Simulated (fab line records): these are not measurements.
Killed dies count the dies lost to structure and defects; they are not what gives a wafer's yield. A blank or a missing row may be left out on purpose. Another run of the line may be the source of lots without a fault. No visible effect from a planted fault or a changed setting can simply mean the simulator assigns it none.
fab line records ; flow n5-finfet
[record] lots = 12; wafers = 36; last-day = 17
route steps=1938 shown BEOL_M5@1172 MIM_TOP@1837 MIM_BOT_LITHO@1865 PASSIVATION@1936
lots untouched by any fault: they come from a run of this same line in which no faults occurred
start-h: hours from the record's opening day to when the first of the lot's shown wafers began ; wait-h: time in hours since the lot's previous step ; " identical to the entry in the row above ; L1.1+2: several wafers, shown together as one row ; - no value present, or no start provided ; * or withheld: withheld ; < > ~ a bound
route shown NAME@n: NAME is a module with steps in the file, n the number in the route of the first one ; usual: mean/standard deviation taken from wafers without a fault ; same: alike in all rows ; chamber/n: place in a boat ; sites: readings site by site ; _std_site: the values' standard deviation ; _edge_site: inner sites' mean taken away from outer sites' mean ; radius-mm: how far each site lies from the wafer's centre ; mask NAME#n: copy n ; behind: tool/chamber where the wafer was last shaped ; hold: the reason the lot was held/the length of the hold in hours/how it ended ; device: whichever transistor did not switch (one of n, p or np) ; end of line: the tests these same wafers got at the end of their route ; a step without rows: its recipe alone ; killed: dies lost to structure and defects at the first sort, not the wafer's yield ; map: shows each die of a wafer: x if killed, . if not, _ if none is there
set.NAME: the setting the step ran with; set.NAME@STEP: the setting that earlier step ran with ; model.NAME: the simulator's own value behind a step, which no gauge read
a sample of lots followed through the steps of the route, with each step as a table and each wafer as a row
services: a tool's chamber out of use, with start hour (start-h, from the record's first day; less than 0 if before it), hours out, and reason
[[steps]]
[step N5_BEOL_M5_ALD_86]
[recipe] material = TaN; target-thk-a = *; temp-c = 275; ald-precursor-family = PDMAT; ald-co-reactant = NH3; pressure-torr = 3; carrier-flow-sccm = 1500; pulse-time-s = 2; purge-time-s = 3; co-reactant-purge-time-s = 2; co-reactant-pulse-time-s = 3; ald-cycles = 30; precursor-vessel-temp-c = 75; precursor-vessel-pressure-torr = 26.25; precursor-vessel-carrier-sccm = 1000
[usual] heater-power-w = 414/47
lot.wafer;tool;chamber;start-h;wait-h;heater-power-w
L597.2;ald-metal-02;3;169.46;0.2;443
L597.3;ald-metal-02;0;169.46;0.2;423
L597.4;ald-metal-02;1;169.46;0.2;378
L598.1;ald-metal-02;3;187.25;0.1;439
L598.4;ald-metal-02;0;187.25;0.1;412
L598.5;ald-metal-02;2;187.25;0.1;541
L601.1;ald-metal-04;1;197.80;0.1;382
L601.4;ald-metal-04;3;197.80;0.1;375
L601.5;ald-metal-04;2;197.80;0.1;475
L602.1;ald-metal-01;3;198.01;0.1;360
L602.4;ald-metal-01;2;198.01;0.1;412
L602.6;ald-metal-01;2;198.01;0.1;414
L603.3;ald-metal-04;3;210.70;0.0;381
L603.4;ald-metal-04;0;210.70;0.0;415
L603.5;ald-metal-04;3;210.70;0.0;380
L605.1;ald-metal-01;0;224.53;0.1;380
L605.4;ald-metal-01;0;224.53;0.1;377
L605.6;ald-metal-01;3;224.53;0.1;361
L606.1;ald-metal-01;0;228.85;0.3;381
L606.4;ald-metal-01;1;228.85;0.3;446
L606.5;ald-metal-01;3;228.85;0.3;357
L608.3;ald-metal-01;3;244.20;0.2;361
L608.5;ald-metal-01;3;244.20;0.2;366
L608.6;ald-metal-01;0;244.20;0.2;386
L607.1;ald-metal-04;0;251.43;0.0;405
L607.2;ald-metal-04;2;251.43;0.0;474
L607.6;ald-metal-04;3;251.43;0.0;372
L609.1;ald-metal-04;0;251.95;0.0;415
L609.5;ald-metal-04;0;251.95;0.0;413
L609.6;ald-metal-04;1;251.95;0.0;390
L617.1;ald-metal-04;2;303.61;0.0;461
L617.3;ald-metal-04;3;303.61;0.0;376
L617.4;ald-metal-04;0;303.61;0.0;412
L619.1;ald-metal-01;0;312.74;0.0;372
L619.3;ald-metal-01;3;312.74;0.0;358
L619.6;ald-metal-01;1;312.74;0.0;459
[step N5_MIM_TOP_DEGAS_04]
[recipe] ambient = vacuum; temp-c = 300; time-s = 60
[usual] heater-power-w = 464/48
lot.wafer;tool;chamber;start-h;wait-h;heater-power-w
L597.2;pvd-sputter-03;-;261.69;-;542
L597.3;pvd-sputter-03;-;261.69;-;434
L597.4;pvd-sputter-03;-;261.69;-;503
L598.1;pvd-sputter-03;-;274.09;-;438
L598.4;pvd-sputter-03;-;274.09;-;439
L598.5;pvd-sputter-03;-;274.09;-;434
L602.1;pvd-sputter-02;-;276.46;-;417
L602.4;pvd-sputter-02;-;276.46;-;498
L602.6;pvd-sputter-02;-;276.46;-;453
L601.1;pvd-sputter-01;-;279.79;-;540
L601.4;pvd-sputter-01;-;279.79;-;520
L601.5;pvd-sputter-01;-;279.79;-;553
L603.3;pvd-sputter-03;-;293.77;-;442
L603.4;pvd-sputter-03;-;293.77;-;486
L603.5;pvd-sputter-03;-;293.77;-;494
L605.1;pvd-sputter-01;-;297.42;-;460
L605.4;pvd-sputter-01;-;297.42;-;530
L605.6;pvd-sputter-01;-;297.42;-;521
L606.1;pvd-sputter-03;-;313.34;-;431
L606.4;pvd-sputter-03;-;313.34;-;435
L606.5;pvd-sputter-03;-;313.34;-;438
L608.3;pvd-sputter-02;-;324.09;-;509
L608.5;pvd-sputter-02;-;324.09;-;459
L608.6;pvd-sputter-02;-;324.09;-;408
L609.1;pvd-sputter-02;-;331.81;-;398
L609.5;pvd-sputter-02;-;331.81;-;396
L609.6;pvd-sputter-02;-;331.81;-;417
L607.1;pvd-sputter-02;-;344.46;-;411
L607.2;pvd-sputter-02;-;344.46;-;460
L607.6;pvd-sputter-02;-;344.46;-;452
L617.1;pvd-sputter-02;-;386.49;-;396
L617.3;pvd-sputter-02;-;386.49;-;507
L617.4;pvd-sputter-02;-;386.49;-;405
L619.1;pvd-sputter-01;-;400.00;-;525
L619.3;pvd-sputter-01;-;400.00;-;475
L619.6;pvd-sputter-01;-;400.00;-;429
[step N5_MIM_BOT_LITHO_DESCUM_10]
[recipe] chemistry = O2; time-s = 7.9; source-power-w = 50; bias-power-w = 20; pressure-mtorr = 20; rf-frequency-hz = 2.712e+07; temp-c = 40; o2-flow-sccm = 225
[usual] drypump-motor-current-A = 5.8/0.4; oes-product-au = 0.79/0.073; rf-vpp-V = 243.5/1.4; showerhead-plenum-p-Torr = 2.13/0.063; throttle-valve-pct = 20.26/0.26
lot.wafer;tool;chamber;start-h;wait-h;drypump-motor-current-A;oes-product-au;rf-hours-counter-h;rf-vpp-V;showerhead-plenum-p-Torr;throttle-valve-pct
L597.2;rie-diel-05;0;263.12;0.1;5.1;0.85;49;244.6;2.22;20.44
L597.3;rie-diel-05;2;263.12;0.1;5.8;0.86;56;245.3;2.13;19.87
L597.4;rie-diel-05;3;263.12;0.1;5.9;0.95;7;241.8;2.06;20.22
L598.1;rie-diel-06;3;275.70;0.0;6.6;0.96;9;246.1;2.22;19.71
L598.4;rie-diel-06;1;275.70;0.0;6.4;0.83;95;244.8;2.21;20.38
L598.5;rie-diel-06;1;275.70;0.0;6.4;0.83;-;244.8;2.21;20.38
L602.1;rie-diel-05;2;277.71;0.0;5.8;0.85;61;242.5;2.12;19.88
L602.4;rie-diel-05;1;277.71;0.0;5.7;0.71;176;245.2;2.17;20.25
L602.6;rie-diel-05;2;277.71;0.0;5.8;0.85;-;243.4;2.12;19.88
L601.1;rie-diel-05;2;281.17;0.0;5.8;0.84;62;241.8;2.12;19.88
L601.4;rie-diel-05;0;281.17;0.0;5.1;0.83;56;245.4;2.21;20.46
L601.5;rie-diel-05;2;281.17;0.0;5.8;0.85;-;244.6;2.12;19.89
L603.3;rie-diel-05;2;295.40;0.0;5.8;0.84;69;242.8;2.12;19.88
L603.4;rie-diel-05;3;295.40;0.0;5.9;0.91;20;239.9;2.05;20.24
L603.5;rie-diel-05;3;295.40;0.0;5.9;0.91;-;241.1;2.05;20.25
L605.1;rie-diel-05;2;298.82;0.0;5.8;0.84;70;243.5;2.12;19.90
L605.4;rie-diel-05;1;298.82;0.0;5.6;0.70;185;242.9;2.16;20.26
L605.6;rie-diel-05;1;298.82;0.0;5.7;0.70;-;245.6;2.16;20.27
L606.1;rie-diel-04;2;314.60;0.0;5.9;0.76;140;242.7;2.10;20.68
L606.4;rie-diel-04;3;314.60;0.0;5.6;0.86;-;243.9;2.12;20.09
L606.5;rie-diel-04;1;314.60;0.0;6.0;0.79;-;241.8;2.11;20.05
L608.3;rie-diel-05;1;325.75;0.0;5.6;0.70;196;243.7;2.16;20.28
L608.5;rie-diel-05;1;325.75;0.0;5.7;0.70;-;244.4;2.16;20.27
L608.6;rie-diel-05;2;325.75;0.0;5.8;0.83;-;242.1;2.12;19.92
L609.1;rie-diel-06;1;333.21;0.0;6.5;0.81;114;244.9;2.20;20.42
L609.5;rie-diel-06;0;333.21;0.0;5.9;0.70;-;242.5;2.08;20.38
L609.6;rie-diel-06;1;333.21;0.0;6.4;0.81;-;244.2;2.20;20.42
L607.1;rie-diel-04;2;345.86;0.1;5.9;0.75;150;242.8;2.09;20.71
L607.2;rie-diel-04;3;345.86;0.1;5.5;0.84;67;244.6;2.12;20.11
L607.6;rie-diel-04;3;345.86;0.1;5.6;0.84;-;243.8;2.12;20.12
L617.1;rie-diel-05;0;387.89;0.0;5.1;0.79;95;246.2;2.20;20.50
L617.3;rie-diel-05;2;387.89;0.0;5.8;0.80;108;243.9;2.11;19.94
L617.4;rie-diel-05;2;387.89;0.0;5.8;0.79;-;242.4;2.11;19.96
L619.1;rie-diel-05;1;401.38;0.0;5.6;0.67;231;243.2;2.15;20.31
L619.3;rie-diel-05;0;401.38;0.0;5.0;0.79;-;245.1;2.20;20.51
L619.6;rie-diel-05;1;401.38;0.0;5.7;0.67;-;244.3;2.15;20.31
[step N5_PASSIVATION_PROBE_49]
[usual] defect-limited-yield = 91.3/1.4; killed_at_M0_to_M3 = 34/10; killed_at_M4_up = 13/4.8; killed-at-contacts = 12/6.1; killed-at-front-end = 40/11; killed-at-other = 3.7/2.8; killed-dies = 103/16; killed-open = 67/12; killed-short = 34/7.4; sort_bin_5_function = 5.1/0.95; sort_bin_6_memory = 3.2/0.62; sort-n-pass = 1077/16; sort-yield-pct = 91.3/1.4
[same] gross-dies = 1180; killed-at-back-side = 0; sort_bin_4_leakage[%] = 0; sort_bin_8_speed[%] = 0
lot.wafer;tool;chamber;start-h;wait-h;defect-limited-yield[%];killed_at_M0_to_M3;killed_at_M4_up;killed-at-contacts;killed-at-front-end;killed-at-other;killed-dies;killed-open;killed-short;sort_bin_5_function[%];sort_bin_6_memory[%];sort-n-pass;sort-yield-pct[%]
L617.1;prober-01;-;401.44;0.5;91.7;36;7;11;38;6;98;53;43;4.9;3.1;1082;91.7
L617.3;prober-01;-;401.54;0.6;80.7;42;149;1;33;3;228;51;35;11.3;4.3;952;80.7
L617.4;prober-01;-;401.59;0.7;91.9;48;13;6;27;1;95;62;31;4.2;3.6;1085;91.9
// killed by level:class
L617.1 BEOL_M2:geometric-particle:open=12 FIN_SAQP:geometric-particle:short=9 GATE_CUT:geometric-particle:short=8 BEOL_M3:geometric-particle:open=8 MOL_CONTACT_COAG:geometric-particle:open=6 MOL_CONTACT_COAG:geometric-particle:short=5 BEOL_M0_SAQP:geometric-particle:short=5 STI_FIN_REVEAL:geometric-particle:open=4
L617.3 BEOL_M5:unspecified=138 STI_FIN_REVEAL:geometric-particle:open=8 BEOL_M0_SAQP:geometric-particle:short=8 BEOL_M1:geometric-particle:open=7 BEOL_M3:geometric-particle:open=7 FIN_SAQP:geometric-particle:short=6 BEOL_M0_SAQP:geometric-particle:open=5 BEOL_M1:geometric-particle:short=5
L617.4 BEOL_M0_SAQP:geometric-particle:open=11 BEOL_M0_SAQP:geometric-particle:short=11 FIN_SAQP:geometric-particle:open=8 BEOL_M1:geometric-particle:open=8 FIN_SAQP:geometric-particle:short=5 STI_FIN_REVEAL:geometric-particle:open=5 MOL_CONTACT_COAG:geometric-particle:open=5 BEOL_M1:geometric-particle:short=5
[[services]]
tool;chamber;start-h;hours;kind
pvd-sputter-02;-;153.37;1.0;repair
ald-metal-04;-;164.45;8.7;pm
pvd-sputter-03;-;169.70;3.3;repair
ald-metal-02;3;208.65;4.7;repair
ald-metal-01;1;224.25;3.5;repair
ald-metal-04;2;227.57;7.6;repair
ald-metal-01;-;240.47;2.8;pm
ald-metal-01;0;272.39;10.9;repair
pvd-sputter-01;-;300.26;1.2;repair
ald-metal-02;-;306.64;2.8;pm
ald-metal-02;-;309.45;2.6;repair
rie-diel-04;0;314.36;2.7;repair
pvd-sputter-01;-;330.77;4.0;repair
ald-metal-01;-;337.37;14.0;pm
rie-diel-05;0;344.58;14.1;repair
rie-diel-05;3;360.97;47.8;repair
rie-diel-05;-;365.03;0.5;repair
ald-metal-01;3;376.01;4.0;repair
ald-metal-01;-;377.02;0.7;repair
ald-metal-01;-;388.60;8.7;pm
ald-metal-04;-;389.77;1.0;repair
pvd-sputter-02;-;390.31;1.5;repair
pvd-sputter-01;-;398.06;0.6;repair
rie-diel-05;2;398.79;3.2;repair
[[key]]
[first-sign] step = N5_PASSIVATION_PROBE_49; reading = killed_at_M4_up; direction = up; sigmas = 28; usual = 13; struck = 149
[effect] step = N5_PASSIVATION_PROBE_49; reading = defect-limited-yield; direction = down; sigmas = 7.9; usual = 91.3; struck = 80.7
[more-kills-born-at] N5_BEOL_M5_ALD_86@ald-metal-04 = 138
met-at N5_BEOL_M5_ALD_86
struck-lots L617
struck-wafers L617.3
not-acting-at N5_MIM_TOP_DEGAS_04,N5_MIM_BOT_LITHO_DESCUM_10
onset-between 251.43 303.61
[fault] kind = chamber-particle-source; tool = ald-metal-04; chamber = 3; onset-h = 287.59; steps = N5_BEOL_M5_ALD_86; rate-per-visit-cm2 = 1.7054; end-h = 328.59
